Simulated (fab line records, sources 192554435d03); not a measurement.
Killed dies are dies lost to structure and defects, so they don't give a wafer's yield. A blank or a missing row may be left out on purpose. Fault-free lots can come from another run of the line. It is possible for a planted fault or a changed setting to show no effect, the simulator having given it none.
Struck lot and sound lot, side by side | flow n5_finfet | 37 steps out of a route of 1938
Sound: the wafers L699.1, L699.3, L699.5. Wafers L696.3, L696.4, L696.6 were the ones struck. The cause is named last.
At each step with rows: each side's tool, then ch and its chambers, then its first start. Under that, the readings that differ: sound wafers | struck wafers | difference of the means | sigmas: that difference in standard deviations of wafers without a fault.
alike: readings whose means differ by less than 2 such deviations, and words and numbers that are the same on both sides. not compared: withheld readings, readings that some wafer has no value for, bounds like >300 that may hide the same value, and numbers for which the record gives no deviation and whose values overlap.
Wherever a step has rows on one side only, a row that says differs or no value, or a row with sigmas, the two part there. When numbers do not overlap yet have no deviation, they are printed without sigmas and do not part them. Lack of a reading on every wafer of one side parts them only where that side has two or more wafers.

first, 9 steps without rows for these wafers: N5_BEOL_M4_ANNEAL_95 (time 240 s); N5_BEOL_M4_SPUTTER_96 (material Cu, target thk 4.5 nm, time 8.29 s); N5_BEOL_M4_ECD_50 (material Cu, target thk 300 nm); N5_BEOL_M4_ANNEAL_51 (time 90 s); N5_BEOL_M4_CMP_52 (polishes, stops on SiOC, t overpolish 6.8 s, target thk 40 nm); N5_BEOL_M4_PRE_CLEAN_60 (time 15 s); N5_BEOL_M4_CO_CAP_55 (material Co, precursor CCTBA/H2, target thk 2 nm, time 102.1 s); N5_BEOL_M4_PRE_CLEAN_56 (time 15 s); N5_BEOL_M4_DEP_57 (deposits SiCN from 3MS/NH3, target thk 8 nm, time 14 s).
N5_BEOL_M4_RC_MEAS_101:
  sound on prober-02 ch 0, day 11 14:55; struck on prober-02 ch 0, day 11 10:21
  alike: DIBL_N, DIBL_P, IOFF_N, IOFF_P, ION_N, ION_P, SS_N, SS_P, VT_N, VT_P
then, 24 steps without rows for these wafers: N5_BEOL_M5_ILD_DEP_00 (deposits SiCOH lowk from DEMS/porogen, target thk 140.64 nm, time 25.9 s); N5_BEOL_M5_CURE_79 (cures SiCOH lowk, time 240 s); N5_BEOL_M5_PECVD_70 (deposits SiO2 from TEOS/O2, target thk 16 nm, time 18 s); N5_BEOL_M5_HM_DEP_02 (deposits TiN, target thk 20 nm); N5_BEOL_M5_COAT_59 (time 60 s, resist thk 60 nm); N5_BEOL_M5_COAT_60 (time 60 s, resist thk 12 nm); N5_BEOL_M5_COAT_71 (time 60 s, resist thk 5 nm); N5_BEOL_M5_COAT_05 (resist thk 30 nm); N5_BEOL_M5_EBR_07; N5_BEOL_M5_SOFTBAKE_06 (time 60 s); N5_BEOL_M5_EXPOSE_08 (exposes mask M5, target cd 28 nm); N5_BEOL_M5_PEB_09 (peb time 60 s); N5_BEOL_M5_DEVELOP_10 (develop time 30 s); N5_BEOL_M5_DESCUM_16 (chemistry O2, time 7 s); N5_BEOL_M5_ETCH_72 (etches underlayer in N2/H2, target depth 6.5 nm, time 5.2 s); N5_BEOL_M5_ETCH_61 (etches SiARC in CF4, target depth 15.6 nm, time 26 s); N5_BEOL_M5_ETCH_62 (etches SOC in N2/H2, target depth 75 nm, overetch 15 nm, time 112.5 s); N5_BEOL_M5_STRIP_63 (strips in N2/H2); N5_BEOL_M5_STRIP_73 (strips in N2/H2); N5_BEOL_M5_STRIP_64 (strips in CF4); N5_BEOL_M5_HM_OPEN_17 (chemistry Cl2/BCl3, target TiN, target depth 20 nm, overetch 6 nm); N5_BEOL_M5_STRIP_19 (strips in O2); N5_BEOL_M5_COAT_65 (time 60 s, resist thk 60 nm); N5_BEOL_M5_COAT_66 (time 60 s, resist thk 12 nm).
N5_BEOL_M9_ECD_50: material Cu, target thk 318 nm.
  sound on ecd_cu-02 ch 0,1, day 13 11:31; struck on ecd_cu-02 ch 0,1, day 13 04:29
N5_BEOL_M9_CMP_52: polishes, stops on SiCOH lowk, t overpolish 7 s, target thk 140 nm.
  sound on cmp-01 ch 0,1,3, day 13 11:59; struck on cmp-02 ch 0,2, day 13 05:01
  reading                | sound    | struck | difference | sigmas
  time_to_endpoint_s (s) | 68 67 69 | 4 0 1  | -66        | -20
  alike: motor_current_A
-- a jump in the record: the struck wafers' starts before and after are 2 days apart (it breaks off in module BEOL_M9 and resumes in module PASSIVATION, where the first step shown is number 1936 of the route) --
N5_PASSIVATION_PROBE_49:
  struck on prober-01, day 15 10:23; sound on prober-02, day 16 01:25
  reading                  | sound          | struck         | difference | sigmas
  defect_limited_yield (%) | 88.9 90.3 93.2 | 0 0 0          | -91        | -61
  killed_at_M4_up          | 16 14 12       | 1095 1103 1113 | +1090      | +99 or more
  killed_dies              | 131 114 80     | 1180 1180 1180 | +1072      | +60
  killed_on_rim            | 18 11 13       | 152 152 152    | +138       | +33
  sort_bin_5_function (%)  | 6.1 6.1 4.8    | 96.8 96.6 97.8 | +91.4      | +91
  sort_n_pass              | 1049 1066 1100 | 0 0 0          | -1072      | -60
  sort_yield_pct (%)       | 88.9 90.3 93.2 | 0 0 0          | -91        | -61
  alike: killed_at_M0_to_M3, killed_at_contacts, killed_at_front_end, killed_at_other, killed_open, killed_short, sort_bin_6_memory

== WHERE THEY PART ==
Last at N5_PASSIVATION_PROBE_49 as far as this record goes, first at N5_BEOL_M9_CMP_52.

WHY: what the simulator had put in
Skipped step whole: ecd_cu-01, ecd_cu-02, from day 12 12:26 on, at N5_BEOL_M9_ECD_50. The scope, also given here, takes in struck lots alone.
